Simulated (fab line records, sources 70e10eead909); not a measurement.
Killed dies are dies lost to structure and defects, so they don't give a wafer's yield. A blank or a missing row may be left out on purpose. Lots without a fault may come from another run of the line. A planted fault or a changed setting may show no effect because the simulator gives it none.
Which tool did it? | flow nand_harc | 24 lots, 72 wafers sampled, at 4 steps of a route of 1302

WHAT THE GAUGES READ, wafer by wafer
NHARC_A_ONON_D2_THK_MEAS_21: measures by ellipsometry. Usual: thk_nm 1005 nm, standard deviation 13.
lot  | measured     | on            | thk_nm (nm)    | flag
L074 | day 12 21:11 | film_metro-02 | 1006 1005 1008 |
L075 | day 12 21:11 | film_metro-01 | 1019 1023 1021 |
L076 | day 13 11:16 | film_metro-02 | 996 995 996    |
L077 | day 13 18:52 | film_metro-01 | 1000 999 999   |
L078 | day 14 03:38 | film_metro-02 | 1013 1013 1012 |
L079 | day 14 23:37 | film_metro-01 | 994 994 994    |
L080 | day 15 14:33 | film_metro-02 | 1010 1008 1011 |
L081 | day 15 23:56 | film_metro-01 | 1018 1017 1020 |
L082 | day 16 10:50 | film_metro-02 | 1016 1015 1018 |
L083 | day 17 04:24 | film_metro-02 | 1011 1012 1010 |
L084 | day 17 04:22 | film_metro-02 | 1009 1009 1006 |
L086 | day 17 15:41 | film_metro-01 | 996 996 995    |
L085 | day 17 15:39 | film_metro-02 | 1002 1002 1003 |
L089 | day 18 22:27 | film_metro-01 | 980 980 982    |
L087 | day 18 22:28 | film_metro-02 | 982 984 982    |
L088 | day 19 08:10 | film_metro-01 | 1000 1000 1002 |
L091 | day 19 19:42 | film_metro-02 | 1012 1012 1011 |
L090 | day 20 02:13 | film_metro-01 | 1004 1004 1005 |
L092 | day 20 08:19 | film_metro-01 | 1008 1010 1008 |
L093 | day 20 08:19 | film_metro-02 | 1023 1019 1020 |
L094 | day 21 08:56 | film_metro-02 | 1025 1025 1025 |
L095 | day 21 18:05 | film_metro-01 | 1000 1000 999  |
L096 | day 22 00:46 | film_metro-01 | 1025 1027 1026 |
L097 | day 22 00:47 | film_metro-01 | 979 979 979    |

NHARC_A_CHANNEL_HOLE_D2_CD_MEAS_18. Usual: cd_nm 99.6 nm, standard deviation 2.5.
lot  | measured     | on        | cd_nm (nm)        | flag
L074 | day 13 03:32 | cd_sem-03 | 97.5 102.5 100.3  |
L075 | day 13 04:50 | cd_sem-01 | 98.9 102.5 100.8  |
L076 | day 13 19:34 | cd_sem-02 | 99.7 94.3 102.1   |
L077 | day 14 03:41 | cd_sem-02 | 98.4 94.0 99.4    |
L078 | day 14 09:47 | cd_sem-01 | 101.8 99.2 97.0   |
L079 | day 15 05:45 | cd_sem-02 | 102.1 102.3 99.2  |
L080 | day 15 21:04 | cd_sem-01 | 98.5 99.6 98.1    |
L081 | day 16 06:11 | cd_sem-01 | 96.7 101.3 98.4   |
L082 | day 17 00:43 | cd_sem-03 | 100.8 97.9 102.0  |
L083 | day 17 15:23 | cd_sem-03 | 101.1 100.4 96.9  |
L084 | day 17 15:14 | cd_sem-02 | 94.2 94.9 94.6    |
L086 | day 17 23:46 | cd_sem-03 | 100.0 103.5 102.7 |
L085 | day 17 22:44 | cd_sem-01 | 98.4 99.5 101.1   |
L089 | day 19 06:58 | cd_sem-03 | 99.7 99.3 98.2    |
L087 | day 19 07:08 | cd_sem-01 | 102.2 104.4 101.5 |
L088 | day 19 14:26 | cd_sem-02 | 101.3 96.6 101.3  |
L091 | day 20 01:51 | cd_sem-01 | 95.0 97.5 96.6    |
L090 | day 20 08:21 | cd_sem-03 | 98.5 98.9 100.6   |
L092 | day 20 16:56 | cd_sem-01 | 96.8 98.9 104.1   |
L093 | day 20 16:25 | cd_sem-01 | 98.2 97.5 99.2    |
L094 | day 21 18:01 | cd_sem-01 | 102.5 98.7 98.9   |
L095 | day 22 00:20 | cd_sem-03 | 98.1 98.6 99.4    |
L096 | day 22 07:02 | cd_sem-02 | 104.1 100.6 100.9 |
L097 | day 22 06:53 | cd_sem-01 | 103.6 104.7 101.0 |

WHICH TOOL RAN EACH LOT (tool, then ch and the chambers of the sampled wafers, then the start)
lot  | NHARC_A_CHANNEL_HOLE_D1_ETCH_44    | NHARC_A_CHANNEL_FILL_D1_STRIP_29
L074 | rie_diel-09 ch 0,2, day 8 22:47    | rie_diel-03 ch 0,2, day 12 21:11 or earlier
L075 | rie_diel-11 ch 1,2, day 9 01:47    | rie_diel-04 ch 0,1,3, day 12 21:11 or earlier
L076 | rie_diel-09 ch 1,3, day 9 14:48    | rie_diel-01 ch 0,1,3, day 13 11:16 or earlier
L077 | rie_diel-11 ch 0,3, day 9 19:55    | rie_diel-04 ch 0,3, day 13 18:52 or earlier
L078 | rie_diel-11 ch 0,1,3, day 10 03:01 | rie_diel-03 ch 0,3, day 14 03:38 or earlier
L079 | rie_diel-09 ch 0,3, day 10 17:44   | rie_diel-03 ch 0,1,2, day 14 23:37 or earlier
L080 | rie_diel-11 ch 1,2, day 11 05:59   | rie_diel-03 ch 1,2,3, day 15 14:33 or earlier
L081 | rie_diel-13 ch 1,2, day 11 21:59   | rie_diel-01 ch 0,1,2, day 15 23:56 or earlier
L082 | rie_diel-11 ch 0,2, day 12 07:04   | rie_diel-01 ch 1,2,3, day 16 10:50 or earlier
L083 | rie_diel-11 ch 0,1,2, day 12 23:14 | rie_diel-01 ch 0,2,3, day 17 04:24 or earlier
L084 | rie_diel-13 ch 0,1, day 13 01:05   | rie_diel-04 ch 2,3, day 17 04:22 or earlier
L086 | rie_diel-11 ch 1,2, day 13 12:32   | rie_diel-01 ch 1,2, day 17 15:41 or earlier
L085 | rie_diel-11 ch 1,2,3, day 13 13:49 | rie_diel-03 ch 0,2,3, day 17 15:39 or earlier
L089 | rie_diel-11 ch 1,2,3, day 14 19:28 | rie_diel-03 ch 0,1, day 18 22:27 or earlier
L087 | rie_diel-11 ch 0,3, day 14 20:11   | rie_diel-04 ch 0,1, day 18 22:28 or earlier
L088 | rie_diel-11 ch 1,2, day 14 23:37   | rie_diel-04 ch 0,2, day 19 08:10 or earlier
L091 | rie_diel-09 ch 0,1,3, day 15 16:01 | rie_diel-01 ch 0,1,3, day 19 19:42 or earlier
L090 | rie_diel-11 ch 1,2,3, day 15 23:05 | rie_diel-04 ch 0,2,3, day 20 02:13 or earlier
L092 | rie_diel-11 ch 0,1, day 16 06:14   | rie_diel-04 ch 0,3, day 20 08:19 or earlier
L093 | rie_diel-13 ch 0,2,3, day 16 09:56 | rie_diel-01 ch 0,1,3, day 20 08:19 or earlier
L094 | rie_diel-11 ch 0,2,3, day 17 03:46 | rie_diel-01 ch 1,2,3, day 21 08:56 or earlier
L095 | rie_diel-11 ch 0,3, day 17 15:53   | rie_diel-01 ch 0,2,3, day 21 18:05 or earlier
L096 | rie_diel-11 ch 0,2,3, day 18 00:14 | rie_diel-03 ch 0,2,3, day 22 00:46 or earlier
L097 | rie_diel-11 ch 0,2,3, day 18 00:39 | rie_diel-04 ch 1,2, day 22 00:47 or earlier
- NHARC_A_CHANNEL_HOLE_D1_ETCH_44: etches the open film in CF4/O2, target depth 140 nm, overetch 14 nm, time 77 s.
- NHARC_A_CHANNEL_FILL_D1_STRIP_29: strips in O2, time 20 s.

WHAT THE TOOLS THEMSELVES READ (means of the sampled wafers that have a number; where no wafer has one, the mark that the record gives instead)
NHARC_A_CHANNEL_HOLE_D1_ETCH_44. Usual: drypump_motor_current_A 5.65 A, standard deviation 0.29; oes_o_777_au 1.000 a.u., standard deviation 0.0045; oes_product_au 1.001 a.u., standard deviation 0.0096; rf_vpp_V 198.7 V, standard deviation 1.1; showerhead_plenum_p_Torr 1.38 Torr, standard deviation 0.044; throttle_valve_pct 13.397 %, standard deviation 0.009.
lot  | tool        | drypump_motor_current_A (A) | oes_o_777_au (a.u.) | oes_product_au (a.u.) | rf_vpp_V (V) | showerhead_plenum_p_Torr (Torr) | throttle_valve_pct (%) | flag
L074 | rie_diel-09 | 6.30                        | 0.999               | 1.012                 | 199.8        | 1.41                            | 13.384                 |
L075 | rie_diel-11 | 5.40                        | 1.001               | 1.010                 | 199.0        | 1.38                            | 13.401                 |
L076 | rie_diel-09 | 5.16                        | 1.000               | 1.012                 | 197.2        | 1.31                            | 13.400                 |
L077 | rie_diel-11 | 5.71                        | 1.001               | 0.997                 | 198.4        | 1.37                            | 13.396                 |
L078 | rie_diel-11 | 5.67                        | 1.002               | 0.995                 | 198.8        | 1.40                            | 13.391                 |
L079 | rie_diel-09 | 5.36                        | 1.000               | 1.008                 | 199.1        | 1.34                            | 13.398                 |
L080 | rie_diel-11 | 5.49                        | 1.000               | 1.014                 | 199.0        | 1.40                            | 13.400                 |
L081 | rie_diel-13 | 5.84                        | 1.004               | 1.001                 | 198.2        | 1.33                            | 13.397                 |
L082 | rie_diel-11 | 5.43                        | 1.001               | 0.994                 | 197.3        | 1.35                            | 13.400                 |
L083 | rie_diel-11 | 5.52                        | 1.001               | 0.998                 | 197.8        | 1.37                            | 13.392                 |
L084 | rie_diel-13 | 5.89                        | 1.002               | 1.005                 | 197.9        | 1.38                            | 13.399                 |
L086 | rie_diel-11 | 5.41                        | 1.001               | 0.994                 | 199.0        | 1.38                            | 13.402                 |
L085 | rie_diel-11 | 5.55                        | 1.005               | 1.001                 | 199.2        | 1.40                            | 13.396                 |
L089 | rie_diel-11 | 5.56                        | 1.000               | 1.004                 | 199.6        | 1.40                            | 13.397                 |
L087 | rie_diel-11 | 5.75                        | 1.001               | 0.997                 | 198.9        | 1.40                            | 13.398                 |
L088 | rie_diel-11 | 5.41                        | 0.997               | 1.003                 | 198.6        | 1.38                            | 13.412                 |
L091 | rie_diel-09 | 5.56                        | 1.002               | 1.004                 | 198.0        | 1.36                            | 13.394                 |
L090 | rie_diel-11 | 5.57                        | 0.998               | 0.994                 | 199.4        | 1.40                            | 13.391                 |
L092 | rie_diel-11 | 5.59                        | 0.999               | 0.996                 | 198.9        | 1.40                            | 13.398                 |
L093 | rie_diel-13 | 5.86                        | 1.002               | 1.000                 | 198.3        | 1.34                            | 13.399                 |
L094 | rie_diel-11 | 5.60                        | 1.001               | 0.994                 | 198.7        | 1.37                            | 13.394                 |
L095 | rie_diel-11 | 5.76                        | 0.999               | 0.991                 | 198.5        | 1.39                            | 13.398                 |
L096 | rie_diel-11 | 5.62                        | 0.998               | 0.999                 | 199.3        | 1.37                            | 13.396                 |
L097 | rie_diel-11 | 5.59                        | 0.998               | 1.010                 | 198.1        | 1.37                            | 13.398                 |

NHARC_A_CHANNEL_FILL_D1_STRIP_29. Usual: drypump_motor_current_A 5.7 A, standard deviation 0.47; oes_product_au 0.997 a.u., standard deviation 0.011; rf_vpp_V 57.4 V, standard deviation 0.8; showerhead_plenum_p_Torr 3.37 Torr, standard deviation 0.079; throttle_valve_pct 17.037 %, standard deviation 0.0097.
lot  | tool        | drypump_motor_current_A (A) | oes_product_au (a.u.) | rf_vpp_V (V) | showerhead_plenum_p_Torr (Torr) | throttle_valve_pct (%) | flag
L074 | rie_diel-03 | 5.5                         | 1.007                 | 57.7         | 3.35                            | 17.034                 |
L075 | rie_diel-04 | 5.8                         | 1.004                 | 57.2         | 3.37                            | 17.043                 |
L076 | rie_diel-01 | 6.0                         | 0.990                 | 58.1         | 3.38                            | 17.027                 |
L077 | rie_diel-04 | 5.5                         | 0.996                 | 57.6         | 3.45                            | 17.033                 |
L078 | rie_diel-03 | 5.7                         | 1.003                 | 57.7         | 3.42                            | 17.036                 |
L079 | rie_diel-03 | 5.2                         | 1.006                 | 57.4         | 3.37                            | 17.030                 |
L080 | rie_diel-03 | 5.7                         | 1.002                 | 57.0         | 3.40                            | 17.041                 |
L081 | rie_diel-01 | 5.9                         | 0.998                 | 57.8         | 3.37                            | 17.026                 |
L082 | rie_diel-01 | 5.9                         | 1.007                 | 57.5         | 3.33                            | 17.033                 |
L083 | rie_diel-01 | 5.9                         | 0.994                 | 57.5         | 3.38                            | 17.029                 |
L084 | rie_diel-04 | 5.7                         | 1.005                 | 57.3         | 3.46                            | 17.042                 |
L086 | rie_diel-01 | 5.9                         | 0.999                 | 57.8         | 3.32                            | 17.042                 |
L085 | rie_diel-03 | 5.8                         | 1.016                 | 57.4         | 3.40                            | 17.037                 |
L089 | rie_diel-03 | 5.1                         | 0.998                 | 57.9         | 3.38                            | 17.031                 |
L087 | rie_diel-04 | 5.8                         | 0.985                 | 57.0         | 3.29                            | 17.042                 |
L088 | rie_diel-04 | 5.6                         | 0.990                 | 57.5         | 3.32                            | 17.032                 |
L091 | rie_diel-01 | 6.0                         | 0.996                 | 57.8         | 3.37                            | 17.038                 |
L090 | rie_diel-04 | 5.5                         | 0.988                 | 57.5         | 3.38                            | 17.044                 |
L092 | rie_diel-04 | 5.4                         | 0.994                 | 56.5         | 3.37                            | 17.036                 |
L093 | rie_diel-01 | 5.9                         | 0.996                 | 57.2         | 3.37                            | 17.039                 |
L094 | rie_diel-01 | 5.8                         | 0.995                 | 57.3         | 3.32                            | 17.041                 |
L095 | rie_diel-01 | 5.9                         | 0.987                 | 56.0         | 3.37                            | 17.046                 |
L096 | rie_diel-03 | 5.8                         | 1.002                 | 58.2         | 3.39                            | 17.035                 |
L097 | rie_diel-04 | 6.3                         | 1.003                 | 57.6         | 3.30                            | 17.038                 |

THE ANSWER, worked out from the rows above alone
Rule: a lot is off if the mean of its wafers that have a number lies more than 3 standard deviations from the usual mean. A lot without any number at a reading at which 4 lots or more have one is off too. The other lots that the step has rows for count as sound. The gauges are gone through in route order, then the tools' own readings, and for those a lot's mean is taken as printed above. The first step at which some lot is off is used, and at that step the reading that is off furthest; a lot without a number counts as furthest.
No lot is off at any reading shown: from this, nothing can be told.

WHAT THE SIMULATOR HAD PUT IN
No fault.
